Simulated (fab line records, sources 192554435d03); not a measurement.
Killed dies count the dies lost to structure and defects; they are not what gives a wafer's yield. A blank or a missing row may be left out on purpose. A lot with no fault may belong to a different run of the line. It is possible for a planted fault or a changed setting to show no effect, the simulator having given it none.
Which tool did it? / flow n5-finfet / 7 lots, 20 wafers sampled, at 3 steps of a route of 1938

WHAT EACH GAUGE READ, for each wafer
N5_BEOL_M13_OVL_MEAS_11.
lot=L870; measured=day 11 15:25; on=overlay-01; V12_OVL (nm)=0 -3 3
lot=L874; measured=day 12 20:26; on=overlay-01; V12_OVL (nm)=- - -
lot=L884; measured=day 15 03:31; on=overlay-02; V12_OVL (nm)=3 -7 -9
lot=L885; measured=day 15 09:57; on=overlay-01; V12_OVL (nm)=0 2 -2
lot=L889; measured=day 15 18:58; on=overlay-02; V12_OVL (nm)=-4 -12 -16
lot=L890; measured=day 17 00:56; on=overlay-01; V12_OVL (nm)=10 -7 0
lot=L891; measured=day 18 05:54; on=overlay-01; V12_OVL (nm)=-7 -4

TOOL THAT RAN EACH LOT (tool first, then ch and the chambers of the sampled wafers, then the start)
lot=L870; N5_BEOL_M12_DEGAS_41=pvd-sputter-01, day 11 13:35; N5_BEOL_M13_DEVELOP_09=litho-track-01 ch 0, day 11 15:17
lot=L874; N5_BEOL_M12_DEGAS_41=pvd-sputter-01, day 12 18:23; N5_BEOL_M13_DEVELOP_09=litho-track-01, day 12 20:17
lot=L884; N5_BEOL_M12_DEGAS_41=pvd-sputter-02, day 15 01:41; N5_BEOL_M13_DEVELOP_09=litho-track-05 ch 0, day 15 03:22
lot=L885; N5_BEOL_M12_DEGAS_41=pvd-sputter-03, day 15 08:07; N5_BEOL_M13_DEVELOP_09=litho-track-05 ch 0, day 15 09:49
lot=L889; N5_BEOL_M12_DEGAS_41=pvd-sputter-03, day 15 17:04; N5_BEOL_M13_DEVELOP_09=litho-track-01 ch 0, day 15 18:49
lot=L890; N5_BEOL_M12_DEGAS_41=pvd-sputter-01, day 16 23:05; N5_BEOL_M13_DEVELOP_09=litho-track-01 ch 0, day 17 00:48
lot=L891; N5_BEOL_M12_DEGAS_41=pvd-sputter-03, day 18 04:01; N5_BEOL_M13_DEVELOP_09=litho-track-05 ch 0, day 18 05:46
- N5_BEOL_M12_DEGAS_41: time 60 s.
- N5_BEOL_M13_DEVELOP_09: develop time 45 s.

THE ANSWER, worked out from the rows above alone
Rule: the usual values come from the lots themselves. Put in order of their means at a reading, lots are off if they are a third of the lots or fewer, leave a main group of 4 or more, and stand apart from it by a gap of 3 or more times the standard deviation of the main group's means; of several such gaps the widest counts. A main group is skipped when, at the precision printed for the reading in the tables above, its means are all equal. A lot without any number at a reading at which 4 lots or more have one is off too. Where the step has rows for the other lots, those lots are counted as sound.
Off: L874, seen at N5_BEOL_M13_OVL_MEAS_11 (V12_OVL). Without a number there: L874. Mean -3 nm and standard deviation 4.1 in the main group.
A tool fits if, at a process step before that reading, it ran every lot that is off, and no sound lot after the first of them. Gauges at N5_BEOL_M13_OVL_MEAS_11: tried the same way as those tools. Of those tried, none fits.

WHAT THE SIMULATOR HAD PUT IN
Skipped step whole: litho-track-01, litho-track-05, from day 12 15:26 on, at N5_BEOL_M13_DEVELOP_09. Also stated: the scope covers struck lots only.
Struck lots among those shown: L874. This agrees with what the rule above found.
